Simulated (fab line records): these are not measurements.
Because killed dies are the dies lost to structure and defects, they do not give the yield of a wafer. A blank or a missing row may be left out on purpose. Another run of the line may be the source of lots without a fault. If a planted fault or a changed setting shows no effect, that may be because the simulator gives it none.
A lot that was struck, set against a sound lot | flow n5-finfet | 15 out of 1938 route steps
Sound: the wafers L909.1, L909.3, L909.5. Struck: wafers L921.1, L921.2, L921.3. Last of all comes the cause.
Order at every step that has rows: each side's tool, ch and its chambers, its first start. Under that, the readings that differ: sound wafers | struck wafers | difference of the means | sigmas: that difference in standard deviations of wafers without a fault.
alike: readings with means less than 2 such deviations apart, plus words and numbers identical on both sides. not compared: withheld readings, readings lacking a value on some wafer, bounds such as >300 that could conceal the same value, and numbers that have no deviation in the record and whose values overlap.
A row with sigmas, a row that says differs or no value, or rows on one side alone: a step with any of these is where the two part. Numbers that have no deviation but don't overlap get no sigmas and don't part them. Lack of a reading on every wafer of one side parts them only where that side has two or more wafers.

first, 1 step without rows for these wafers: N5_MOL_CONTACT_COAG_ANNEAL_112 (time 1800 s).
N5_MOL_CONTACT_COAG_INSPECT_97: inspects for defects (darkfield).
  sound: defect-inspect-01 at day 7 18:00; struck: defect-inspect-01 at day 10 15:40
  alike: raw-defect-count
N5_BEOL_M0_SAQP_PECVD_00: deposits SiCN from 3MS/NH3, target thk 8 nm, time 14 s.
  sound on pecvd-02 ch 0,2, day 7 18:20; struck on pecvd-02 ch 0,1,2, day 10 16:00
  alike: showerhead-plenum-p-Torr, showerhead-vpp-V, throttle-valve-pct
N5_BEOL_M0_SAQP_ILD_DEP_01: deposits SiOC from DEMS/O2, target thk 45.419 nm, time 8.7 s.
  sound on pecvd-02 ch 0,2, day 7 18:22; struck on pecvd-02 ch 0,1,2, day 10 16:02
  alike: heater-power-w, showerhead-plenum-p-Torr, showerhead-vpp-V, throttle-valve-pct
N5_BEOL_M0_SAQP_HM_DEP_02: deposits TiN, target thk 12 nm.
  sound: pvd-sputter-03 at day 7 18:48; struck: pvd-sputter-03 at day 10 17:11
  alike: throttle-valve-pct
then, 1 step without rows for these wafers: N5_BEOL_M0_SAQP_PECVD_03 (deposits SiCN from 3MS/NH3, target thk 12 nm, time 21.1 s).
N5_BEOL_M0_SAQP_PECVD_96: deposits a-Si from SiH4/He, target thk 45 nm, time 45.2 s.
  sound on pecvd-02 ch 0,1, day 7 18:58; struck on pecvd-02 ch 0,1,2, day 10 17:20
  alike: heater-power-w, showerhead-plenum-p-Torr, showerhead-vpp-V, throttle-valve-pct
N5_BEOL_M0_SAQP_PECVD_97: deposits SiNx from SiH4/NH3/N2, target thk 23 nm, time 19.9 s.
  sound on pecvd-02 ch 0,1, day 7 19:00; struck on pecvd-02 ch 0,1,2, day 10 17:23
  alike: heater-power-w, showerhead-plenum-p-Torr, showerhead-vpp-V, throttle-valve-pct
then, 1 step without rows for these wafers: N5_BEOL_M0_SAQP_PECVD_04 (deposits a-Si from SiH4/He, target thk 60 nm, time 60.2 s).
N5_BEOL_M0_SAQP_THK_MEAS_05:
  sound: film-metro-02 at day 7 19:08; struck: film-metro-02 at day 10 17:31
  alike: thk-nm
then, 1 step without rows for these wafers: N5_BEOL_M0_SAQP_HM_DEP_111 (deposits SiO2 from SiH4/N2O, target thk 12 nm, time 7.2 s).
N5_BEOL_M0_SAQP_COAT_81: time 60 s, resist thk 100 nm.
  sound on litho-track-01 ch 0, day 7 19:15; struck on litho-track-04 ch 0, day 10 17:38
  reading                  | sound                | struck               | difference | sigmas
  heater-power-total-W (W) | 500.9 502.2 500.5    | 489.5 488.6 489.6    | -12.0      | -7
  plate-temp-C (C)         | 249.84 250.22 250.07 | 245.89 246.13 245.50 | -4.20      | -23
then, 1 step without rows for these wafers: N5_BEOL_M0_SAQP_COAT_82 (time 60 s, resist thk 30 nm).
-- record jumps: 3 days separate the struck wafers' starts on either side; left off in module BEOL_M0_SAQP, taken up again in module BEOL_M4, whose first shown step is the route's number 1111 --
N5_BEOL_M4_RC_MEAS_101:
  sound on prober-01 ch 0, day 10 09:54; struck on prober-01 ch 0, day 13 14:53
  reading       | sound          | struck         | difference | sigmas
  SS_P (mV/dec) | 72.5 73.0 72.1 | 73.1 74.3 75.0 | +1.6       | +2
  alike: DIBL_N, DIBL_P, IOFF_N, IOFF_P, ION_N, ION_P, SS_N, VT_N, VT_P
N5_PASSIVATION_PROBE_49:
  rows exist in the record for the sound wafers here (prober-02, day 14 20:55), none for the struck ones

WHERE THEY PART
Last at N5_PASSIVATION_PROBE_49 as far as this record goes, first at N5_BEOL_M0_SAQP_COAT_81.

WHY: whatever the simulator had introduced
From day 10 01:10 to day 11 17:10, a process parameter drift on litho-track-04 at N5_BEOL_M0_SAQP_COAT_81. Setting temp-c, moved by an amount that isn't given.
